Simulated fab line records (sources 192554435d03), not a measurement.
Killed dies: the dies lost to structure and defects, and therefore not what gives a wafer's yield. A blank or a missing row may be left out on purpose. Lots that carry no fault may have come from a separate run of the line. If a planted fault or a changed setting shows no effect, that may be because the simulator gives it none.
A single fault, viewed from 2 desks | flow n5 finfet | what lay behind the numbers comes last; until then each desk has only its own

## THE TOOL OWNER'S DESK: rie diel-06
The tool's own readings at N5_BEOL_M5_ETCH_62 (etches SOC in N2/H2, target depth 75 nm, overetch 15 nm, time 112.5 s): means of the sampled wafers that have a number, for each lot that ran on this tool. A lot is out of limits, marked OUT, if its mean lies more than 4 standard deviations from the usual mean; the brackets give that distance.
Columns: A = drypump motor current A at N5_BEOL_M5_ETCH_62, usual 5.83 A; B = h2 flow sccm at N5_BEOL_M5_ETCH_62, usual 199.9 sccm; C = oes product au at N5_BEOL_M5_ETCH_62, usual 0.61 a.u.; D = rf vpp V at N5_BEOL_M5_ETCH_62, usual 523.8 V; E = showerhead plenum p Torr at N5_BEOL_M5_ETCH_62, usual 2.54 Torr; F = throttle valve pct at N5_BEOL_M5_ETCH_62, usual 17.9 %
lot  | first seen here | A    | B     | C    | D     | E    | F
L734 | day 8 07:38     | 5.85 | 199.7 | 0.67 | 524.0 | 2.55 | 17.9
L735 | day 9 03:14     | 5.86 | 199.7 | 0.61 | 523.6 | 2.56 | 17.8
L743 | day 11 05:18    | 5.74 | 199.6 | 0.55 | 525.7 | 2.63 | 18.2
This desk's verdict: no lot among the 3 shows anything out of limits.

## FROM THE METROLOGY DESK
What the gauges read, lot by lot, whatever tool the lot ran on: means of the sampled wafers that have a number. A lot is out of limits, marked OUT, if its mean lies more than 4 standard deviations from the usual mean; the brackets give that distance.
Columns: A = cd nm at N5_BEOL_M5_CD_MEAS_35, usual 28.0 nm
lot  | first seen here | A
L734 | day 8 09:41     | 28.3
L735 | day 9 05:52     | 27.9
L738 | day 10 19:47    | 28.1
L743 | day 11 10:24    | 28.6
L748 | day 12 18:55    | 28.0
L749 | day 13 03:05    | 27.7
L754 | day 14 03:04    | 28.0
L755 | day 14 11:47    | 28.4
L756 | day 14 19:26    | 27.8
L757 | day 15 13:13    | 27.5
This desk's verdict: no lot among the 10 shows anything out of limits.

## TAKEN TOGETHER
Nothing out of limits was seen by the tool owner's desk.
The metrology desk saw nothing out of limits.

## WHAT THE SIMULATOR HAD PUT IN
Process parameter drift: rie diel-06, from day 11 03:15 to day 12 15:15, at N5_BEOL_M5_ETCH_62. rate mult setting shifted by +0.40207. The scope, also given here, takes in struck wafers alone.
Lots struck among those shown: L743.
